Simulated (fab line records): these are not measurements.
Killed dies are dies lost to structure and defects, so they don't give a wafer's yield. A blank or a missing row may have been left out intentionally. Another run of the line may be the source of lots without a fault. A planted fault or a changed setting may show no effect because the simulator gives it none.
fab line records	flow n5_finfet
[record] lots = 6	wafers = 17	last_day = 18
route steps=1938 shown MIM_BOT_LITHO@1858 MIM_BOT_ETCH@1866 PASS1_CAP@1873 TV_LITHO@1875 PASSIVATION@1936
lots with no fault: from the same line, run without faults
start_h: hours from the record's opening day to when the first of the lot's shown wafers began	wait_h: hours since the lot's step before	" as in the row above	L1.1+2: a single row standing in for several wafers	- no value, or no start given	* or withheld: withheld	< > ~ a bound
route shown NAME@n: names a module that has steps shown in the file, with the first one's number in the route	usual: mean/standard deviation of fault-free wafers	same: alike in all rows	chamber/n: place in a boat	sites: per-site readings	_std_site: their standard deviation	_edge_site: outer sites' mean less inner sites'	radius_mm: for every site, how far away it sits from the centre of the wafer	mask NAME#n: copy n	behind: the last tool/chamber to shape the wafer	hold: what put the lot on hold/how long, in hours/how the hold closed	device: which transistor (n, p or np) failed to switch	end of line: at the end of the route, the tests of the same wafers	a step without rows: its recipe alone	killed: dies lost to structure and defects at the first sort, not the wafer's yield	map: a wafer's dies, marking killed ones x, the rest . and places with no die _
set.NAME: setting as actually run; set.NAME@STEP: the setting as run at that earlier step	model.NAME: the simulator's own value behind a step, which no gauge read
lots at selected steps of the route; one table per step, one row per wafer
services: the hour from which a tool's chamber was out of use, counted from the record's first day as start_h (under 0 if before that day), plus the number of hours and why
[[steps]]
[step N5_MIM_BOT_LITHO_EXPOSE_05]
[recipe] mask_id = MIM_BOT	na = 0.55	source_shape = conventional	sigma_outer = 0.8	polarization = unpolarized	dose_mj = 24.25
[step N5_MIM_BOT_LITHO_PEB_06]
[recipe] peb_temp_c = withheld	peb_time_s = *
[step N5_MIM_BOT_LITHO_DEVELOP_07]
[recipe] develop_time_s = 60	rinse_liquid = diw	dry = air_spin	dev_temp_c = 21
[step N5_MIM_BOT_LITHO_HARDBAKE_09]
[recipe] temp_c = 130	time_s = 120
[step N5_MIM_BOT_LITHO_CD_MEAS_08]
[recipe] target_cd_nm = 3000	landing_energy_ev = 500	detector = se_inlens	polarity = opening
[usual] cd_nm = 2999.5/2.1
lot.wafer	tool	chamber	start_h	wait_h	cd_nm
L627.2	cd_sem-03	0	308.54	-	3001.1
L627.5	"	0	"	"	3000.4
L627.6	"	0	"	"	3002.2
L625.2	cd_sem-03	0	332.36	-	3000.8
L625.3	"	0	"	"	3000.2
L625.6	"	0	"	"	2999.7
L636.1	cd_sem-02	0	389.97	-	3000.0
L636.3	"	0	"	"	2997.1
L636.5	"	0	"	"	2999.7
L638.3	cd_sem-03	0	390.93	-	2996.2
L638.5	"	0	"	"	2998.1
L638.6	"	0	"	"	2997.3
L643.1	cd_sem-01	0	420.39	-	2997.0
L643.2	"	0	"	"	2994.9
L643.3	"	0	"	"	2998.1
L644.1	cd_sem-01	0	426.69	-	2999.2
L644.5	"	0	"	"	2999.8
[step N5_MIM_BOT_LITHO_OVL_MEAS_11]
[recipe] points_per_wafer = 44
[usual] MIM_BOT_OVL = -3/4.6
lot.wafer	tool	chamber	start_h	wait_h	MIM_BOT_OVL[nm]
L627.2	overlay-01	0	308.57	0.0	-4
L627.5	"	0	"	"	-2
L627.6	"	0	"	"	-3
L625.2	overlay-01	0	332.39	0.0	3
L625.3	"	0	"	"	-6
L625.6	"	0	"	"	2
L636.1	overlay-02	0	390.00	0.0	0
L636.3	"	0	"	"	-6
L636.5	"	0	"	"	3
L638.3	overlay-01	0	390.96	0.0	-2
L638.5	"	0	"	"	0
L638.6	"	0	"	"	1
L643.1	overlay-02	0	420.42	0.0	2
L643.2	"	0	"	"	3
L643.3	"	0	"	"	2
L644.1	overlay-02	0	426.72	0.0	-9
L644.5	"	0	"	"	-3
[step N5_MIM_BOT_LITHO_INSPECT_12]
[recipe] mode = adi	inspect_instrument = macro
[usual] raw_defect_count = 2.1/1.4
lot.wafer	tool	chamber	start_h	wait_h	raw_defect_count
L627.2	defect_inspect-02	-	308.59	0.0	1
L627.5	"	-	"	"	3
L627.6	"	-	"	"	1
L625.2	defect_inspect-01	-	332.42	0.0	2
L625.3	"	-	"	"	2
L625.6	"	-	"	"	2
L636.1	defect_inspect-02	-	390.03	0.0	1
L636.3	"	-	"	"	1
L636.5	"	-	"	"	5
L638.3	defect_inspect-01	-	390.99	0.0	3
L638.5	"	-	"	"	0
L638.6	"	-	"	"	4
L643.1	defect_inspect-01	-	420.44	0.0	1
L643.2	"	-	"	"	1
L643.3	"	-	"	"	2
L644.1	defect_inspect-02	-	426.74	0.0	1
L644.5	"	-	"	"	1
[step N5_MIM_BOT_LITHO_DESCUM_10]
[recipe] chemistry = O2	time_s = 7.9	source_power_w = 50	bias_power_w = 20	pressure_mtorr = 20	rf_frequency_hz = 2.712e+07	temp_c = 40	o2_flow_sccm = 225
[step N5_MIM_BOT_ETCH_ETCH_04]
[recipe] chemistry = CF4/O2	target = SiNx	target_depth_a = 260	time_s = 13	ion_energy_ev = 100	pressure_mtorr = 40	source_w = 535	bias_w = 49	Ar_flow_sccm = 100	cf4_flow_sccm = 100	O2_flow_sccm = 10
[usual] O2_flow_sccm = 10.00/0.031	drypump_motor_current_A = 5.7/0.39	oes_product_au = 0.84/0.074	rf_vpp_V = 243/9.7	showerhead_plenum_p_Torr = 2.24/0.054	throttle_valve_pct = 15.91/0.16
lot.wafer	tool	chamber	start_h	wait_h	O2_flow_sccm	drypump_motor_current_A	oes_product_au	rf_hours_counter_h	rf_vpp_V	showerhead_plenum_p_Torr	throttle_valve_pct
L627.2	rie_diel-04	2	308.69	0.0	10.04	5.8	0.76	157	251	2.30	16.21
L627.5	"	3	"	"	9.99	5.3	0.94	-	221	2.17	15.96
L627.6	"	0	"	"	10.02	5.3	0.88	-	252	2.24	15.93
L625.2	rie_diel-06	0	332.52	0.0	9.95	5.3	0.98	4	235	2.37	15.84
L625.3	"	3	"	"	9.99	5.7	0.81	73	235	2.23	15.75
L625.6	"	0	"	"	9.93	5.3	0.98	-	233	2.37	15.84
L636.1	rie_diel-06	1	390.13	0.0	10.03	6.5	0.86	69	249	2.25	15.79
L636.3	"	0	"	"	9.99	5.3	0.93	22	235	2.36	15.87
L636.5	"	3	"	"	10.02	5.7	0.80	-	235	2.22	15.79
L638.3	rie_diel-04	3	391.09	0.0	10.02	5.4	0.88	43	220	2.16	16.00
L638.5	"	2	"	"	10.03	5.9	0.73	-	252	2.29	16.26
L638.6	"	3	"	"	10.00	5.3	0.88	-	220	2.16	16.01
L643.1	rie_diel-04	1	420.59	0.0	9.98	5.4	0.84	65	238	2.23	15.85
L643.2	"	2	"	"	10.01	5.8	0.72	201	250	2.28	16.27
L643.3	"	0	"	"	9.99	5.3	0.83	74	252	2.23	16.02
L644.1	rie_diel-04	0	426.84	0.0	10.01	5.3	0.83	76	250	2.23	16.00
L644.5	"	1	"	"	10.00	5.4	0.84	-	237	2.23	15.84
[step N5_MIM_BOT_ETCH_ETCH_03]
[recipe] chemistry = Cl2/BCl3	target_depth_a = 120	pressure_mtorr = 8	icp_w = 800	bias_w = 100	Cl2_flow_sccm = 20	bcl3_flow_sccm = 80
[usual] drypump_motor_current_A = 5.66/0.26	oes_product_au = 0.84/0.077	throttle_valve_pct = 27.82/0.29
lot.wafer	tool	chamber	start_h	wait_h	drypump_motor_current_A	oes_product_au	rf_hours_counter_h	throttle_valve_pct
L627.2	rie_metal-02	1	308.78	0.1	5.80	0.87	17	27.75
L627.5	"	0	"	"	5.28	0.87	-	27.55
L627.6	"	1	"	"	5.78	0.88	-	27.75
L625.2	rie_metal-02	0	332.61	0.1	5.28	0.87	9	27.56
L625.3	"	1	"	"	5.82	0.87	-	27.75
L625.6	"	0	"	"	5.27	0.87	-	27.55
L636.1	rie_metal-02	0	390.22	0.1	5.28	0.84	14	27.56
L636.3	"	0	"	"	5.26	0.84	-	27.56
L636.5	"	1	"	"	5.80	0.85	-	27.77
L638.3	rie_metal-03	0	391.23	0.1	5.98	0.90	-	27.62
L638.5	"	0	"	"	5.99	0.89	-	27.62
L638.6	"	0	"	"	6.00	0.90	-	27.65
L643.1	rie_metal-03	0	420.68	0.1	5.97	0.89	15	27.66
L643.2	"	1	"	"	5.47	0.69	63	27.80
L643.3	"	1	"	"	5.49	0.69	-	27.79
L644.1	rie_metal-03	0	426.93	0.1	6.02	0.88	16	27.65
L644.5	"	0	"	"	5.98	0.88	-	27.65
[step N5_MIM_BOT_ETCH_ETCH_00]
[recipe] chemistry = Cl2/BCl3	target = TiN	target_depth_a = 455	ion_energy_ev = 150	pressure_mtorr = 10	icp_w = 1000	bias_w = 126	Cl2_flow_sccm = 53.25	bcl3_flow_sccm = 21.75	Ar_flow_sccm = 25
[usual] drypump_motor_current_A = 5.66/0.26	oes_product_au = 0.85/0.076	throttle_valve_pct = 22.16/0.2
lot.wafer	tool	chamber	start_h	wait_h	drypump_motor_current_A	oes_product_au	rf_hours_counter_h	throttle_valve_pct
L627.2	rie_metal-02	1	308.87	0.1	5.81	0.88	17	22.09
L627.5	"	0	"	"	5.27	0.87	-	21.86
L627.6	"	1	"	"	5.79	0.88	-	22.11
L625.2	rie_metal-02	0	332.70	0.1	5.28	0.87	9	21.85
L625.3	"	1	"	"	5.78	0.86	-	22.10
L625.6	"	0	"	"	5.28	0.86	-	21.87
L636.1	rie_metal-02	0	390.31	0.1	5.28	0.84	14	21.88
L636.3	"	0	"	"	5.29	0.84	-	21.86
L636.5	"	1	"	"	5.76	0.84	-	22.12
L638.3	rie_metal-03	0	391.43	0.2	5.96	0.90	-	22.11
L638.5	"	0	"	"	5.99	0.90	-	22.13
L638.6	"	0	"	"	5.99	0.90	-	22.09
L643.1	rie_metal-03	0	420.77	0.1	5.97	0.88	15	22.12
L643.2	"	1	"	"	5.50	0.69	63	22.16
L643.3	"	1	"	"	5.44	0.70	-	22.16
L644.1	rie_metal-03	0	427.02	0.1	5.98	0.88	16	22.11
L644.5	"	0	"	"	5.97	0.89	-	22.12
[step N5_MIM_BOT_ETCH_STRIP_01]
[recipe] chemistry = O2	power_w = 600	temp_c = 60	pressure_mtorr = 30	rf_frequency_hz = 6e+07	bias_power_w = 0	overash_fraction = 0.5	o2_flow_sccm = 225
[step N5_MIM_BOT_ETCH_STRIP_02]
[recipe] chemistry = post_etch_residue_remover	time_s = 1200	temp_c = 72.5
[usual] bath_guard_temp_C = 72.4/0.45	temp_c = 72.50/0.1
lot.wafer	tool	chamber	start_h	wait_h	bath_guard_temp_C	temp_c
L627.2	wet_bench-05	5	309.13	-	72.2	72.54
L627.5	"	0	"	"	72.7	72.35
L627.6	"	7	"	"	72.2	72.59
L625.2	wet_bench-05	5	332.91	-	72.6	72.36
L625.3	"	7	"	"	72.3	72.71
L625.6	"	2	"	"	71.7	72.53
L636.1	wet_bench-05	3	390.51	-	72.4	72.31
L636.3	"	0	"	"	72.5	72.25
L636.5	"	2	"	"	71.6	72.71
L638.3	wet_bench-05	4	391.68	-	72.5	72.45
L638.5	"	1	"	"	72.2	72.45
L638.6	"	6	"	"	72.1	72.40
L643.1	wet_bench-04	2	420.97	-	73.0	72.54
L643.2	"	6	"	"	72.9	72.68
L643.3	"	4	"	"	72.9	72.47
L644.1	wet_bench-04	2	427.24	-	72.7	72.63
L644.5	"	3	"	"	72.2	72.51
[step N5_MIM_BOT_ETCH_CLEAN_05]
[recipe] chemistry = IPA	time_s = 180	temp_c = 25
[step N5_MIM_BOT_ETCH_SRD_06]
[recipe] dry = ipa_marangoni	time_s = 30	temp_c = 23	rinse_liquid = diw
[step N5_PASSIVATION_PECVD_55]
[recipe] material = SiO2	target_thk_a = 4000	temp_c = 400	precursor = SiH4/N2O	pressure_torr = 2.7	rf_w = 608	time_s = 22.5
[usual] heater_power_w = 665/84	showerhead_plenum_p_Torr = 8.18/0.12	showerhead_vpp_V = 1499/62	throttle_valve_pct = 50.9/1.5
lot.wafer	tool	chamber	start_h	wait_h	heater_power_w	showerhead_plenum_p_Torr	showerhead_vpp_V	since_wet_clean_h	throttle_valve_pct
L627.2	pecvd-02	0	309.56	0.0	775	8.17	1580	1195	51.3
L627.5	"	2	"	"	651	8.22	1585	-	51.4
L627.6	"	1	"	"	826	8.30	1561	-	50.4
L625.2	pecvd-01	2	333.35	0.0	680	8.19	1427	283	50.5
L625.3	"	0	"	"	643	8.31	1393	1037	49.2
L625.6	"	0	"	"	674	8.31	1400	-	49.6
L636.1	pecvd-01	1	390.97	0.1	808	8.32	1513	1820	48.7
L636.3	"	2	"	"	648	8.19	1431	340	50.9
L636.5	"	0	"	"	662	8.31	1409	-	49.3
L638.3	pecvd-03	2	392.12	0.0	553	8.14	1459	161	49.7
L638.5	"	2	"	"	575	8.13	1457	-	49.9
L638.6	"	1	"	"	687	7.93	1537	-	53.5
L643.1	pecvd-03	2	421.41	0.0	604	8.14	1472	190	50.0
L643.2	"	0	"	"	512	8.14	1470	944	52.2
L643.3	"	1	"	"	681	7.96	1537	1669	53.3
L644.1	pecvd-03	2	427.67	0.0	594	8.17	1455	196	50.1
L644.5	"	0	"	"	500	8.15	1485	-	52.1
[step N5_PASSIVATION_PECVD_01]
[recipe] material = SiNx	target_thk_a = 2000	temp_c = 400	precursor = SiH4/NH3/N2	pressure_torr = 4.9	rf_w = 1406	time_s = 43.2
[step N5_PASSIVATION_HMDS_03]
[recipe] time_s = 60	temp_c = 120
[step N5_PASSIVATION_COAT_04]
[recipe] spin_rpm = *	resist_thk_nm = *
[step N5_PASSIVATION_EBR_06]
[recipe] solvent = PGMEA	ebr_width_mm = 1.5
[step N5_PASSIVATION_SOFTBAKE_05]
[recipe] temp_c = 100	time_s = 90
[step N5_PASSIVATION_EXPOSE_07]
[recipe] mask_id = TV	na = 0.55	source_shape = conventional	sigma_outer = 0.8	polarization = unpolarized	defocus_nm = 0	target_cd_nm = 3000	dose_mj = 22.75
[step N5_PASSIVATION_PEB_08]
[recipe] peb_temp_c = withheld	peb_time_s = *
[step N5_PASSIVATION_DEVELOP_09]
[recipe] develop_time_s = 60	rinse_liquid = diw	dry = air_spin	dev_temp_c = 21
[step N5_PASSIVATION_HARDBAKE_11]
[recipe] temp_c = 130	time_s = 120
[step N5_PASSIVATION_CD_MEAS_10]
[recipe] target_cd_nm = 3000	landing_energy_ev = 500	detector = se_inlens
[usual] cd_nm = 3002/3.1
lot.wafer	tool	chamber	start_h	wait_h	cd_nm
L627.2	cd_sem-01	0	312.23	-	2997
L627.5	"	0	"	"	3004
L627.6	"	0	"	"	3004
L625.2	cd_sem-03	0	334.55	-	3003
L625.3	"	0	"	"	2997
L625.6	"	0	"	"	2999
L636.1	cd_sem-03	0	391.72	-	3006
L636.3	"	0	"	"	3004
L636.5	"	0	"	"	3001
L638.3	cd_sem-01	0	392.64	-	3003
L638.5	"	0	"	"	2998
L638.6	"	0	"	"	3004
L643.1	cd_sem-01	0	422.91	-	2996
L643.2	"	0	"	"	3000
L643.3	"	0	"	"	3002
L644.1	cd_sem-03	0	429.08	-	3003
L644.5	"	0	"	"	2998
[step N5_PASSIVATION_OVL_MEAS_60]
[recipe] points_per_wafer = 44
[usual] TV_OVL = -1/4.5
lot.wafer	tool	chamber	start_h	wait_h	TV_OVL[nm]
L627.2	overlay-02	0	312.26	0.0	-1
L627.5	"	0	"	"	-4
L627.6	"	0	"	"	0
L625.2	overlay-01	0	334.58	0.0	1
L625.3	"	0	"	"	4
L625.6	"	0	"	"	0
L636.1	overlay-02	0	391.75	0.0	-10
L636.3	"	0	"	"	-4
L636.5	"	0	"	"	-5
L638.3	overlay-02	0	392.67	0.0	1
L638.5	"	0	"	"	-2
L638.6	"	0	"	"	-2
L643.1	overlay-01	0	422.95	0.0	-8
L643.2	"	0	"	"	-7
L643.3	"	0	"	"	-1
L644.1	overlay-01	0	429.11	0.0	5
L644.5	"	0	"	"	2
[step N5_PASSIVATION_INSPECT_61]
[recipe] mode = adi	inspect_instrument = macro
[usual] raw_defect_count = 2.1/1.4
lot.wafer	tool	chamber	start_h	wait_h	raw_defect_count
L627.2	defect_inspect-01	-	312.29	0.0	4
L627.5	"	-	"	"	0
L627.6	"	-	"	"	0
L625.2	defect_inspect-01	-	334.60	0.0	4
L625.3	"	-	"	"	1
L625.6	"	-	"	"	1
L636.1	defect_inspect-01	-	391.77	0.0	>300
L636.3	"	-	"	"	>300
L636.5	"	-	"	"	>300
L638.3	defect_inspect-01	-	392.70	0.0	>300
L638.5	"	-	"	"	>300
L638.6	"	-	"	"	>300
L643.1	defect_inspect-02	-	422.97	0.0	0
L643.2	"	-	"	"	2
L643.3	"	-	"	"	1
L644.1	defect_inspect-02	-	429.13	0.0	3
L644.5	"	-	"	"	2
[step N5_PASSIVATION_DESCUM_12]
[recipe] chemistry = O2	time_s = 7.9	source_power_w = 50	bias_power_w = 20	pressure_mtorr = 20	rf_frequency_hz = 2.712e+07	temp_c = 40	o2_flow_sccm = 225
[usual] drypump_motor_current_A = 6.0/0.41	oes_product_au = 0.81/0.088	rf_vpp_V = 243.0/1.4	showerhead_plenum_p_Torr = 2.08/0.07	temp_c = 39.98/0.12	throttle_valve_pct = 20.40/0.26
lot.wafer	tool	chamber	start_h	wait_h	drypump_motor_current_A	oes_product_au	rf_hours_counter_h	rf_vpp_V	showerhead_plenum_p_Torr	temp_c	throttle_valve_pct
L627.2	rie_diel-03	1	312.72	0.4	5.8	0.88	51	243.1	2.03	40.03	20.22
L627.5	"	3	"	"	6.4	0.68	-	243.5	2.15	39.83	20.55
L627.6	"	1	"	"	5.8	0.89	-	243.2	2.03	40.20	20.22
L625.2	rie_diel-03	3	334.72	0.1	6.4	0.67	249	242.6	2.15	40.05	20.56
L625.3	"	0	"	"	5.2	0.74	160	243.5	2.11	39.79	20.51
L625.6	"	2	"	"	6.6	0.93	-	242.8	2.08	40.13	20.35
L636.1	rie_diel-02	3	391.81	0.0	5.8	0.71	239	242.0	1.96	39.98	20.18
L636.3	"	1	"	"	5.8	0.70	220	241.4	1.99	40.09	21.03
L636.5	"	1	"	"	5.8	0.70	-	243.2	1.99	39.77	21.02
L638.3	rie_diel-01	1	392.84	0.1	6.0	0.83	88	242.5	2.04	40.02	20.65
L638.5	"	0	"	"	6.2	0.85	-	243.2	2.08	39.95	19.94
L638.6	"	2	"	"	6.0	0.68	-	243.6	2.14	40.04	20.64
L643.1	rie_diel-03	2	423.16	0.2	6.6	0.85	37	242.7	2.07	39.76	20.42
L643.2	"	3	"	"	6.4	0.88	21	242.5	2.14	40.21	20.27
L643.3	"	0	"	"	5.2	0.72	189	242.4	2.10	39.91	20.55
L644.1	rie_diel-03	1	429.17	0.0	5.8	0.83	90	242.8	2.02	39.94	20.28
L644.5	"	2	"	"	6.6	0.85	-	241.7	2.07	39.78	20.40
[step N5_PASSIVATION_PROBE_49]
[usual] defect_limited_yield = 91.1/1.3	killed_at_M0_to_M3 = 32/9.7	killed_at_M4_up = 16/6	killed_at_contacts = 12/5.9	killed_at_front_end = 41/11	killed_at_other = 4/3.1	killed_dies = 104/16	killed_open = 68/12	killed_short = 34/7.4	sort_bin_5_function = 5.1/0.85	sort_bin_6_memory = 3.3/0.66	sort_n_pass = 1075/16	sort_yield_pct = 91.1/1.4
[same] gross_dies = 1180	killed_at_back_side = 0	sort_bin_4_leakage[%] = 0	sort_bin_8_speed[%] = 0
lot.wafer	tool	chamber	start_h	wait_h	defect_limited_yield[%]	killed_at_M0_to_M3	killed_at_M4_up	killed_at_contacts	killed_at_front_end	killed_at_other	killed_dies	killed_open	killed_short	sort_bin_5_function[%]	sort_bin_6_memory[%]	sort_n_pass	sort_yield_pct[%]
L636.1	prober-02	-	398.95	0.0	78.7	39	12	16	45	139	251	79	34	13.3	4.8	929	78.7
L636.3	prober-02	-	399.05	0.1	79.7	38	14	5	37	146	240	60	38	12.7	4.3	940	79.7
L636.5	prober-02	-	399.15	0.2	81.0	47	13	6	43	115	224	81	32	11.9	4.2	956	81.0
L638.3	prober-01	-	400.04	0.1	82.0	20	23	19	49	101	212	79	27	10.0	4.2	968	82.0
L638.5	prober-01	-	400.14	0.2	81.4	28	22	3	25	142	220	49	33	12.0	3.7	960	81.4
L638.6	prober-01	-	400.19	0.3	81.9	23	14	6	34	137	214	53	19	10.1	4.1	966	81.9
// killed by level:class
L636.1 MIM_BOT_ETCH:unspecified=138 FIN_SAQP:geometric_particle:open=18 MOL_CONTACT_COAG:geometric_particle:open=12 BEOL_M0_SAQP:geometric_particle:open=12 BEOL_M0_SAQP:geometric_particle:short=10 BEOL_M2:geometric_particle:open=10 FIN_SAQP:geometric_particle:short=8 BEOL_M4:geometric_particle:open=8
L636.3 MIM_BOT_ETCH:unspecified=141 FIN_SAQP:geometric_particle:short=12 FIN_SAQP:geometric_particle:open=11 BEOL_M2:geometric_particle:open=10 BEOL_M0_SAQP:geometric_particle:open=8 BEOL_M0_SAQP:geometric_particle:short=8 GATE_CUT:geometric_particle:short=4 MOL_CONTACT_COAG:geometric_particle:open=4
L636.5 MIM_BOT_ETCH:unspecified=111 BEOL_M2:geometric_particle:open=15 FIN_SAQP:geometric_particle:open=12 BEOL_M0_SAQP:geometric_particle:open=12 FIN_SAQP:geometric_particle:short=7 BEOL_M4:geometric_particle:open=7 BEOL_M0_SAQP:geometric_particle:short=7 DUMMY_GATE:geometric_particle:open=6
L638.3 MIM_BOT_ETCH:unspecified=101 MOL_CONTACT_COAG:geometric_particle:open=17 DUMMY_GATE:geometric_particle:open=13 BEOL_M4:geometric_particle:open=9 STI_FIN_REVEAL:geometric_particle:open=8 BEOL_M3:geometric_particle:open=8 FIN_SAQP:geometric_particle:open=6 BEOL_M2:geometric_particle:open=5
L638.5 MIM_BOT_ETCH:unspecified=138 BEOL_M4:geometric_particle:open=10 FIN_SAQP:geometric_particle:short=6 BEOL_M0_SAQP:geometric_particle:short=6 BEOL_M0_SAQP:geometric_particle:open=6 BEOL_M3:geometric_particle:open=5 FIN_SAQP:geometric_particle:open=3 STI_FIN_REVEAL:geometric_particle:open=3
L638.6 MIM_BOT_ETCH:unspecified=137 BEOL_M1:geometric_particle:open=6 MOL_CONTACT_COAG:geometric_particle:open=5 BEOL_M4:geometric_particle:open=5 STARTING-WAFER:geometric_particle:open=5 HKMG_FIN:area_etch=5 FIN_SAQP:geometric_particle:open=4 DUMMY_GATE:geometric_particle:open=4
// map L636.1 (x killed, . not)
_________________x...x.x.....________________
______________.......x.........._____________
___________....x...................__________
__________.........................._________
________.................xx....x..x..._______
_______.....x..x..............x........______
______..x.........x.x...............x..x_____
_____......x.....................x.xxx.x.____
____...............x..xx...x....x...xx....___
___...................x..x..............x..__
___x......x......................x.........__
__.................x...........x............_
__....................x....................._
_..................x....................xx...
_............x......x...x..x...........x...x.
_......x.....x...x................x..x.......
_.....x......x.....x........x....x...x.......
_........x........................x..........
_...........x.....x....x...x.x......x.....x..
_..x...xxx........x.....x..xx...x............
_..............x..x..xxxxxxxxxx..xx........x.
__xx.x...x....x......x.xxxxxxx.xx..........._
__..x..x..xx........xxxxxxxxx.x..........x.._
___.x............xxxxxxxxxxxxxxxx..........__
___...x....x..x..xxxxxxxxxxxxxxxxxx..x.xx..__
____............x.xxxxxxxxxxxxxx..........___
_____.............xxxxxxxxxxxxxxx......x.____
______............xxxxxxxxxxxxxxx......._____
_______x............xxxxxxxxxxxxx....x.______
________.......x..xx.xxxxxxxx..x......_______
__________...........xxxxxx.xx......_________
___________............xx..........__________
______________x.x..x.....x....x._____________
_________________............________________
// map L638.5 (x killed, . not)
_________________.....x......________________
______________x..........x......_____________
___________........................__________
__________.x..x.................x..._________
________.............................x_______
_______.....x.............x.......x....______
______...xx......x..x...x......x......x._____
_____x...............x...................____
____.x.......x...............x............___
___...........x........x........x..........__
___...x..x.......x.........................__
__................................x........x_
__.......x......................x.x....xx..._
_x.......x............x.........x..xx........
_..................x.........................
_...x.....x...................x.x............
_............................................
_........................x..................x
_...x..x......x................x.............
_.........x.xx....................x..........
_...x..x.x.xxx.xx.x.................x........
__.x....xxxxxxxx.xx........................._
__x...x..xxxxxxxxx.xx......................._
___...x.xxxxxxxxxxxxxx.............xx...x..__
___..xxxxxxxxxxxxxx.xx..x...x......x.....x.__
____..xxxxxxxxxxxxxxx......x....x.x.......___
_____xxx.xxxxxxxxxxxx....................____
______..xxxxxxxxxxxxx..x...........xx..._____
_______xxxxxxxxxxx.xx..................______
________xxxxxxxxxxxx.................x_______
__________xxxx.xxx.......x.........._________
___________.x.xx.x.........x.x.....__________
______________............xx..x._____________
_________________............________________
[[services]]
tool	chamber	start_h	hours	kind
rie_metal-03	-	295.92	14.6	pm
rie_diel-06	0	300.33	-	clean
rie_diel-06	0	300.33	-	consumable_replace:focus_ring
rie_diel-06	0	300.33	-	consumable_replace:showerhead
pecvd-01	1	303.86	4.9	repair
rie_diel-03	0	311.45	3.0	repair
pecvd-02	0	337.11	2.1	scheduled_down
rie_metal-03	-	337.52	1.8	repair
rie_diel-02	1	338.28	8.1	repair
rie_diel-03	3	340.36	-	clean
rie_diel-03	3	340.36	-	consumable_replace:esc
rie_diel-03	3	340.36	-	consumable_replace:focus_ring
rie_diel-03	3	340.36	23.1	scheduled_down
rie_diel-03	3	340.36	23.1	vent_cycle
wet_bench-05	-	345.41	2.0	repair
rie_diel-02	-	367.53	0.8	repair
rie_metal-03	1	370.29	29.6	repair
pecvd-02	2	375.64	30.7	repair
rie_diel-01	3	380.35	-	clean
rie_metal-02	-	391.00	2.6	repair
rie_diel-03	1	400.97	6.0	repair
rie_diel-03	0	405.67	8.9	repair
rie_metal-02	1	417.17	3.0	repair
rie_metal-02	-	425.12	15.5	repair
[[key]]
[first_sign] step = N5_PASSIVATION_INSPECT_61	reading = raw_defect_count	direction = up	sigmas = 99+	usual = 2.1	struck = >300
[effect] step = N5_PASSIVATION_PROBE_49	reading = killed_at_other	direction = up	sigmas = 40	usual = 4	struck = 130
[more_kills_born_at] N5_MIM_BOT_ETCH_STRIP_02@wet_bench-05 = 766
met_at N5_MIM_BOT_ETCH_STRIP_02
struck_wafers L636.1,L636.3,L636.5,L638.3,L638.5,L638.6
onset_between 332.91 390.51
[fault] kind = chamber_particle_source	tool = wet_bench-05	chamber = -	onset_h = 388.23	steps = N5_MIM_BOT_ETCH_STRIP_02	rate_per_visit_cm2 = 1.2219	end_h = 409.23
